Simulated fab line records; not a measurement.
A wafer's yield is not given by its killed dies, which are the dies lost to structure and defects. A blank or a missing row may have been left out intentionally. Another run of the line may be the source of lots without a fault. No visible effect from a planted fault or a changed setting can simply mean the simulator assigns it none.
Matching of chambers | flow nandHarc | rieDiel-08 running NHARC_P_M0_ETCH_34: 4 sister chambers
The step etches the open film in N2/H2, target depth 40 nm, overetch 12 nm, time 43.94 s. 4 wafers are shown with their chamber, then 8 later ones without.

== WAFERS WITH THEIR CHAMBER ==
wafer  | chamber | showerheadPlenumPTorr (Torr)
L085.1 | 2       | 2.12
L085.4 | 3       | 2.15
L085.5 | 0       | 1.91
L092.2 | 1       | 1.97

== WAFERS WHOSE CHAMBER IS MISSING ==
wafer  | showerheadPlenumPTorr (Torr)
L092.3 | 2.11
L092.5 | 1.90
L093.2 | 1.97
L093.4 | 2.11
L093.5 | 2.11
L096.1 | 1.97
L096.3 | 1.89
L096.4 | 1.89

== EACH ONE'S CHAMBER ==
wafer  | from the rows above | in truth
L092.3 | 2                   | 2
L092.5 | 0                   | 0
L093.2 | 1                   | 1
L093.4 | 2                   | 2
L093.5 | 2                   | 2
L096.1 | 1                   | 1
L096.3 | 0                   | 0
L096.4 | 0                   | 0
Placed correctly: 8 of 8. Not placeable from these rows: 0. Number placed wrongly: 0.
How it was worked out, from the rows above alone: a wafer's distance from a chamber is the root of the sum, over the readings, of the square of ((its reading less the chamber's mean) divided by the reading's scatter). If the next closest chamber is less than 2 further off than the closest, the wafer can't be placed; otherwise it belongs to the closest. For every chamber, the mean is computed from those of its wafers that are shown. The scatter (one wafer shown for each chamber): square how far every hidden wafer sits from the nearest shown wafer, average those squares and take the square root.
